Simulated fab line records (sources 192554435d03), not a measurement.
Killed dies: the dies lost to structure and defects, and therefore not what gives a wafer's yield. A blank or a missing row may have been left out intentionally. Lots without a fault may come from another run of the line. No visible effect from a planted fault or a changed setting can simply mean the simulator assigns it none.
Lot-split experiment | flow n5_finfet | on a route of 1938 steps: 7 lots, 39 wafers read

== SPLIT DETAILS ==
At N5_BEOL_M13_ILD_DEP_00 (deposits SiOC from DEMS/O2, target thk 837.92 nm, time 166.4 s), the setting time_s was moved away from the recipe's 166.4 s on 18 of the 39 wafers read, by -43.9% to +57.2%. For the rest of the wafers, this setting stayed at what the recipe calls for.

The file shows no step between the split and the reading.

== THE READING ==
M13_ILD_THK, in nm, at N5_BEOL_M13_THK_MEAS_01. On this fab line, fault-free wafers typically give 838 nm with a standard deviation of 13 nm.

wafer  | tool, chamber at the split | time_s as run, s | against the recipe | M13_ILD_THK, nm | against lot-mates on the recipe
L079.1 | pecvd-02, 2                | 166.4            | recipe             | 840             | -
L079.2 | pecvd-02, 0                | 166.4            | recipe             | 849             | -
L079.3 | pecvd-02, 1                | 166.4            | recipe             | 824             | -
L079.4 | pecvd-02, 1                | 252.8            | +51.9%             | 1270            | +432
L079.5 | pecvd-02, 2                | 252.8            | +51.9%             | 1289            | +451
L079.6 | pecvd-02, 0                | 252.8            | +51.9%             | 1292            | +454
L082.1 | pecvd-04, 2                | 261.6            | +57.2%             | 1301            | +459
L082.2 | pecvd-04, 1                | 166.4            | recipe             | 836             | -
L082.3 | pecvd-04, 0                | 261.6            | +57.2%             | 1309            | +467
L082.4 | pecvd-04, 0                | 166.4            | recipe             | 850             | -
L082.5 | pecvd-04, 1                | 261.6            | +57.2%             | 1322            | +480
L082.6 | pecvd-04, 2                | 166.4            | recipe             | 840             | -
L083.1 | pecvd-02, 0                | 166.4            | recipe             | 840             | -
L083.2 | pecvd-02, 1                | 166.4            | recipe             | 823             | -
L083.3 | pecvd-02, 1                | 130.1            | -21.8%             | 636             | -196
L083.4 | pecvd-02, 0                | 130.1            | -21.8%             | 663             | -169
L083.5 | pecvd-02, 0                | 130.1            | -21.8%             | 660             | -172
L083.6 | pecvd-02, 1                | 166.4            | recipe             | 833             | -
L084.1 | pecvd-02, 2                | 166.4            | recipe             | 832             | -
L084.2 | pecvd-02, 0                | 204.5            | +22.9%             | 1020            | +191
L084.3 | pecvd-02, 1                | 166.4            | recipe             | 819             | -
L084.4 | pecvd-02, 2                | 204.5            | +22.9%             | 1030            | +201
L084.5 | pecvd-02, 1                | 166.4            | recipe             | 836             | -
L084.6 | pecvd-02, 0                | 204.5            | +22.9%             | 1046            | +217
L092.1 | pecvd-03, 1                | 166.4            | recipe             | 846             | -
L092.2 | pecvd-03, 0                | 244.4            | +46.9%             | 1200            | +350
L092.3 | pecvd-03, 2                | 166.4            | recipe             | 843             | -
L092.4 | pecvd-03, 0                | 244.4            | +46.9%             | 1218            | +368
L092.5 | pecvd-03, 1                | 166.4            | recipe             | 862             | -
L092.6 | pecvd-03, 2                | 244.4            | +46.9%             | 1236            | +386
L096.2 | pecvd-04, 0                | 166.4            | recipe             | 810             | -
L096.3 | pecvd-04, 2                | 166.4            | recipe             | 806             | -
L096.6 | pecvd-04, 1                | 166.4            | recipe             | 826             | -
L097.1 | pecvd-04, 0                | 166.4            | recipe             | 831             | -
L097.2 | pecvd-04, 2                | 93.42            | -43.9%             | 462             | -374
L097.3 | pecvd-04, 1                | 93.42            | -43.9%             | 460             | -376
L097.4 | pecvd-04, 2                | 166.4            | recipe             | 832             | -
L097.5 | pecvd-04, 1                | 93.42            | -43.9%             | 475             | -361
L097.6 | pecvd-04, 0                | 166.4            | recipe             | 844             | -

FIT RESULTS
A straight line over all 39 wafers: M13_ILD_THK changes by +8.4 nm for each +1% of time_s; r = +1.00; the points scatter about the line by 13 nm.
The same after taking each lot's own level away (the mean of its wafers on the recipe; 39 wafers): +8.3 nm for each +1%; r = +1.00; scatter 13 nm.
Per that fit: largest time_s move, reading shift of 4.7e+02 nm.
From 814.0 to 850.3 nm: that is the span of the lots' own levels, equal to 2.8 times the standard deviation above.
Hence the lot-to-lot level has little effect on the slope; both slopes agree.
Check: +476 nm against its lot-mates is what the line predicts for one of the wafers moved furthest among these (+57.2%) when that wafer is left out of the fit. It came out at +459 nm against them.

== THE WHOLE CHAIN: every reading that the file lists as answering this split, in the file's order ==
step                    | what it does                                                   | reading                                                                             | change (the file's fit)                                                                       | r (the file's)
N5_BEOL_M13_ILD_DEP_00  | deposits SiOC from DEMS/O2, target thk 837.92 nm, time 166.4 s | SiOC_of_BEOL_M13_ILD_DEP_00.thk_nm (the simulator's own value, which no gauge read) | +8.3 nm for each +1% of the setting                                                           | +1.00
N5_BEOL_M13_THK_MEAS_01 |                                                                | M13_ILD_THK                                                                         | +8.3 for each +1% of the setting                                                              | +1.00
N5_BEOL_M13_VIA_ETCH_16 | etches SiOC in C4F8/O2/Ar, target depth 921.7 nm               | etch.depth_nm (the simulator's own value, which no gauge read)                      | +8.3 nm for each +1% of the setting                                                           | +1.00
N5_BEOL_M13_VIA_ETCH_16 | etches SiOC in C4F8/O2/Ar, target depth 921.7 nm               | BARC_of_BEOL_M13_COAT_58.thk_nm (the simulator's own value, which no gauge read)    | not straight: 88.87 at the lowest setting, 89.05 at the recipe, 14.53 at the highest          | not given
N5_BEOL_M13_VIA_ETCH_16 | etches SiOC in C4F8/O2/Ar, target depth 921.7 nm               | coat_of_BEOL_M13_COAT_04.thk_nm (the simulator's own value, which no gauge read)    | -1.57 nm for each +1% of the setting                                                          | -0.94
N5_BEOL_M13_STRIP_63    | strips in N2/H2                                                | oes_product_au                                                                      | not straight: 0.721 at the lowest setting, 0.673 at the recipe, 0.233 at the highest          | not given
N5_BEOL_M13_STRIP_63    | strips in N2/H2                                                | strip_time_to_endpoint_s                                                            | not straight: withheld at the lowest setting, withheld at the recipe, withheld at the highest | not given
N5_BEOL_M13_STRIP_64    | strips in N2/H2                                                | strip_time_to_endpoint_s                                                            | not straight: withheld at the lowest setting, withheld at the recipe, withheld at the highest | not given

== FILE'S OWN FIT ==
M13_ILD_THK changes by +8.3 nm for each +1% of time_s, r = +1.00.
